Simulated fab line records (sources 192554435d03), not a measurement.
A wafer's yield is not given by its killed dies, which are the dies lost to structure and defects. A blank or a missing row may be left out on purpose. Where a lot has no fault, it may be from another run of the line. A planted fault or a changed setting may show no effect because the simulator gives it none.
What tool caused it? / flow n5_finfet / 24 lots, 72 wafers sampled, at 2 steps of a route of 1938

== WHAT THE GAUGES READ, wafer by wafer ==
N5_BEOL_M4_CD_MEAS_35: target cd 18 nm, target cd y 22.4 nm.
lot=L074; measured=day 8 11:15; on=cd_sem-03; cd_nm (nm)=17.6 18.0 18.1
lot=L076; measured=day 9 01:35; on=cd_sem-03; cd_nm (nm)=17.9 17.4 17.8
lot=L075; measured=day 8 11:30; on=cd_sem-01; cd_nm (nm)=18.9 18.5 18.7
lot=L077; measured=day 9 02:20; on=cd_sem-02; cd_nm (nm)=18.4 18.4 17.9
lot=L078; measured=day 9 05:08; on=cd_sem-02; cd_nm (nm)=18.4 18.4 18.8
lot=L080; measured=day 9 05:23; on=cd_sem-02; cd_nm (nm)=17.2 18.0 18.0
lot=L079; measured=day 9 08:06; on=cd_sem-02; cd_nm (nm)=18.0 18.0 17.2
lot=L082; measured=day 10 06:07; on=cd_sem-01; cd_nm (nm)=17.7 18.2 17.9
lot=L081; measured=day 10 06:20; on=cd_sem-01; cd_nm (nm)=17.9 18.2 18.3
lot=L084; measured=day 10 09:22; on=cd_sem-03; cd_nm (nm)=17.1 17.9 18.1
lot=L083; measured=day 10 09:22; on=cd_sem-01; cd_nm (nm)=17.6 18.8 18.1
lot=L085; measured=day 11 06:58; on=cd_sem-01; cd_nm (nm)=18.7 17.7 18.3
lot=L087; measured=day 11 07:26; on=cd_sem-02; cd_nm (nm)=18.2 17.5 17.7
lot=L088; measured=day 11 11:14; on=cd_sem-01; cd_nm (nm)=18.5 18.1 18.7
lot=L086; measured=day 11 14:32; on=cd_sem-02; cd_nm (nm)=17.6 18.2 18.2
lot=L089; measured=day 11 15:02; on=cd_sem-02; cd_nm (nm)=17.3 17.4 17.7
lot=L091; measured=day 12 01:36; on=cd_sem-02; cd_nm (nm)=18.2 17.7 17.8
lot=L090; measured=day 12 10:44; on=cd_sem-03; cd_nm (nm)=18.1 18.3 18.4
lot=L092; measured=day 12 15:00; on=cd_sem-03; cd_nm (nm)=17.5 17.6 17.7
lot=L093; measured=day 12 18:26; on=cd_sem-02; cd_nm (nm)=17.3 17.0 17.9
lot=L094; measured=day 13 09:28; on=cd_sem-03; cd_nm (nm)=17.7 17.9 18.5
lot=L095; measured=day 13 09:40; on=cd_sem-02; cd_nm (nm)=17.9 17.4 18.0
lot=L097; measured=day 14 08:49; on=cd_sem-03; cd_nm (nm)=17.2 17.2 17.2
lot=L096; measured=day 14 09:05; on=cd_sem-02; cd_nm (nm)=18.1 18.0 17.8

== TOOL THAT RAN EACH LOT (tool first, then ch and the chambers of the sampled wafers, then the start) ==
lot=L074; N5_BEOL_M4_STRIP_19=rie_diel-03 ch 0,2,3, day 8 04:58
lot=L076; N5_BEOL_M4_STRIP_19=rie_diel-01 ch 1,2, day 8 07:57
lot=L075; N5_BEOL_M4_STRIP_19=rie_diel-01 ch 1,2, day 8 08:07
lot=L077; N5_BEOL_M4_STRIP_19=rie_diel-01 ch 0,1,2, day 8 11:27
lot=L078; N5_BEOL_M4_STRIP_19=rie_diel-01 ch 0,1,2, day 8 21:19
lot=L080; N5_BEOL_M4_STRIP_19=rie_diel-03 ch 0,2,3, day 8 22:08
lot=L079; N5_BEOL_M4_STRIP_19=rie_diel-01 ch 0,1,3, day 8 23:25
lot=L082; N5_BEOL_M4_STRIP_19=rie_diel-03 ch 0,2, day 9 22:41
lot=L081; N5_BEOL_M4_STRIP_19=rie_diel-01 ch 2,3, day 9 22:55
lot=L084; N5_BEOL_M4_STRIP_19=rie_diel-03 ch 0,1,3, day 10 07:35
lot=L083; N5_BEOL_M4_STRIP_19=rie_diel-05 ch 0,3, day 10 08:00
lot=L085; N5_BEOL_M4_STRIP_19=rie_diel-05 ch 2,3, day 10 23:03
lot=L087; N5_BEOL_M4_STRIP_19=rie_diel-01 ch 1,2, day 11 00:07
lot=L088; N5_BEOL_M4_STRIP_19=rie_diel-05 ch 1,2,3, day 11 07:40
lot=L086; N5_BEOL_M4_STRIP_19=rie_diel-05 ch 1,2,3, day 11 11:32
lot=L089; N5_BEOL_M4_STRIP_19=rie_diel-01 ch 1,3, day 11 12:07
lot=L091; N5_BEOL_M4_STRIP_19=rie_diel-03 ch 0,1,3, day 11 16:31
lot=L090; N5_BEOL_M4_STRIP_19=rie_diel-01 ch 1,2, day 11 20:29
lot=L092; N5_BEOL_M4_STRIP_19=rie_diel-05 ch 1,2, day 12 09:32
lot=L093; N5_BEOL_M4_STRIP_19=rie_diel-01 ch 0,2, day 12 16:01
lot=L094; N5_BEOL_M4_STRIP_19=rie_diel-03 ch 0,2,3, day 13 01:04
lot=L095; N5_BEOL_M4_STRIP_19=rie_diel-01 ch 0,1,2, day 13 02:04
lot=L097; N5_BEOL_M4_STRIP_19=rie_diel-01 ch 0,2, day 13 20:47
lot=L096; N5_BEOL_M4_STRIP_19=rie_diel-01 ch 0,1,2, day 13 21:50
- N5_BEOL_M4_STRIP_19: strips in O2.

== WHAT THE TOOLS THEMSELVES READ (means of the sampled wafers that have a number; where no wafer has one, the mark that the record gives instead) ==
N5_BEOL_M4_STRIP_19.
lot=L074; tool=rie_diel-03; drypump_motor_current_A (A)=5.6; oes_product_au (a.u.)=0.76; rf_vpp_V (V)=3.7; showerhead_plenum_p_Torr (Torr)=2.10; throttle_valve_pct (%)=16.74
lot=L076; tool=rie_diel-01; drypump_motor_current_A (A)=6.1; oes_product_au (a.u.)=0.91; rf_vpp_V (V)=3.3; showerhead_plenum_p_Torr (Torr)=2.16; throttle_valve_pct (%)=16.54
lot=L075; tool=rie_diel-01; drypump_motor_current_A (A)=6.1; oes_product_au (a.u.)=0.91; rf_vpp_V (V)=3.6; showerhead_plenum_p_Torr (Torr)=2.16; throttle_valve_pct (%)=16.55
lot=L077; tool=rie_diel-01; drypump_motor_current_A (A)=6.1; oes_product_au (a.u.)=0.85; rf_vpp_V (V)=3.8; showerhead_plenum_p_Torr (Torr)=2.14; throttle_valve_pct (%)=16.62
lot=L078; tool=rie_diel-01; drypump_motor_current_A (A)=6.1; oes_product_au (a.u.)=0.84; rf_vpp_V (V)=3.3; showerhead_plenum_p_Torr (Torr)=2.14; throttle_valve_pct (%)=16.62
lot=L080; tool=rie_diel-03; drypump_motor_current_A (A)=5.6; oes_product_au (a.u.)=0.75; rf_vpp_V (V)=3.5; showerhead_plenum_p_Torr (Torr)=2.09; throttle_valve_pct (%)=16.75
lot=L079; tool=rie_diel-01; drypump_motor_current_A (A)=5.7; oes_product_au (a.u.)=0.83; rf_vpp_V (V)=3.7; showerhead_plenum_p_Torr (Torr)=2.18; throttle_valve_pct (%)=16.58
lot=L082; tool=rie_diel-03; drypump_motor_current_A (A)=5.6; oes_product_au (a.u.)=0.71; rf_vpp_V (V)=3.7; showerhead_plenum_p_Torr (Torr)=2.11; throttle_valve_pct (%)=16.97
lot=L081; tool=rie_diel-01; drypump_motor_current_A (A)=5.5; oes_product_au (a.u.)=0.92; rf_vpp_V (V)=4.0; showerhead_plenum_p_Torr (Torr)=2.19; throttle_valve_pct (%)=16.42
lot=L084; tool=rie_diel-03; drypump_motor_current_A (A)=5.6; oes_product_au (a.u.)=0.74; rf_vpp_V (V)=3.6; showerhead_plenum_p_Torr (Torr)=2.08; throttle_valve_pct (%)=16.86
lot=L083; tool=rie_diel-05; drypump_motor_current_A (A)=5.6; oes_product_au (a.u.)=0.80; rf_vpp_V (V)=3.6; showerhead_plenum_p_Torr (Torr)=2.05; throttle_valve_pct (%)=16.63
lot=L085; tool=rie_diel-05; drypump_motor_current_A (A)=5.7; oes_product_au (a.u.)=0.90; rf_vpp_V (V)=3.3; showerhead_plenum_p_Torr (Torr)=2.04; throttle_valve_pct (%)=16.81
lot=L087; tool=rie_diel-01; drypump_motor_current_A (A)=6.0; oes_product_au (a.u.)=0.82; rf_vpp_V (V)=3.6; showerhead_plenum_p_Torr (Torr)=2.19; throttle_valve_pct (%)=16.64
lot=L088; tool=rie_diel-05; drypump_motor_current_A (A)=5.6; oes_product_au (a.u.)=0.88; rf_vpp_V (V)=3.4; showerhead_plenum_p_Torr (Torr)=2.07; throttle_valve_pct (%)=16.70
lot=L086; tool=rie_diel-05; drypump_motor_current_A (A)=5.7; oes_product_au (a.u.)=0.88; rf_vpp_V (V)=3.7; showerhead_plenum_p_Torr (Torr)=2.07; throttle_valve_pct (%)=16.69
lot=L089; tool=rie_diel-01; drypump_motor_current_A (A)=5.7; oes_product_au (a.u.)=0.80; rf_vpp_V (V)=4.0; showerhead_plenum_p_Torr (Torr)=2.22; throttle_valve_pct (%)=16.61
lot=L091; tool=rie_diel-03; drypump_motor_current_A (A)=5.5; oes_product_au (a.u.)=0.73; rf_vpp_V (V)=3.5; showerhead_plenum_p_Torr (Torr)=2.08; throttle_valve_pct (%)=16.87
lot=L090; tool=rie_diel-01; drypump_motor_current_A (A)=6.1; oes_product_au (a.u.)=0.86; rf_vpp_V (V)=3.6; showerhead_plenum_p_Torr (Torr)=2.15; throttle_valve_pct (%)=16.61
lot=L092; tool=rie_diel-05; drypump_motor_current_A (A)=5.8; oes_product_au (a.u.)=0.86; rf_vpp_V (V)=3.8; showerhead_plenum_p_Torr (Torr)=2.11; throttle_valve_pct (%)=16.63
lot=L093; tool=rie_diel-01; drypump_motor_current_A (A)=6.2; oes_product_au (a.u.)=0.85; rf_vpp_V (V)=3.8; showerhead_plenum_p_Torr (Torr)=2.10; throttle_valve_pct (%)=16.62
lot=L094; tool=rie_diel-03; drypump_motor_current_A (A)=5.6; oes_product_au (a.u.)=0.73; rf_vpp_V (V)=3.6; showerhead_plenum_p_Torr (Torr)=2.08; throttle_valve_pct (%)=16.82
lot=L095; tool=rie_diel-01; drypump_motor_current_A (A)=6.1; oes_product_au (a.u.)=0.79; rf_vpp_V (V)=3.5; showerhead_plenum_p_Torr (Torr)=2.13; throttle_valve_pct (%)=16.69
lot=L097; tool=rie_diel-01; drypump_motor_current_A (A)=6.2; oes_product_au (a.u.)=0.78; rf_vpp_V (V)=4.2; showerhead_plenum_p_Torr (Torr)=2.08; throttle_valve_pct (%)=16.71
lot=L096; tool=rie_diel-01; drypump_motor_current_A (A)=6.1; oes_product_au (a.u.)=0.78; rf_vpp_V (V)=3.5; showerhead_plenum_p_Torr (Torr)=2.13; throttle_valve_pct (%)=16.71

== THE ANSWER, worked out from the rows above alone ==
Rule: what is usual is taken from the lots themselves. The widest of any qualifying gaps counts: lots, ordered by their means at a reading, are off when they make up no more than a third of the lots, leave a main group of 4 or more, and stand apart from it by 3 or more times the standard deviation of that group's means. A main group whose means are all the same, to the digits that the tables above print for the reading, isn't used. A lot without any number at a reading at which 4 lots or more have one is off too. Where the step has rows for the other lots, those lots are counted as sound. Order of review: gauges by route order, followed by the tools' own readings, for which a lot's mean as printed above is used. At the first step where some lot is off, the reading lying furthest off is the one used; lots without a number count as furthest.
No lot is off at any reading shown: from this, nothing can be told.

== WHAT HAD BEEN PUT IN BY THE SIMULATOR ==
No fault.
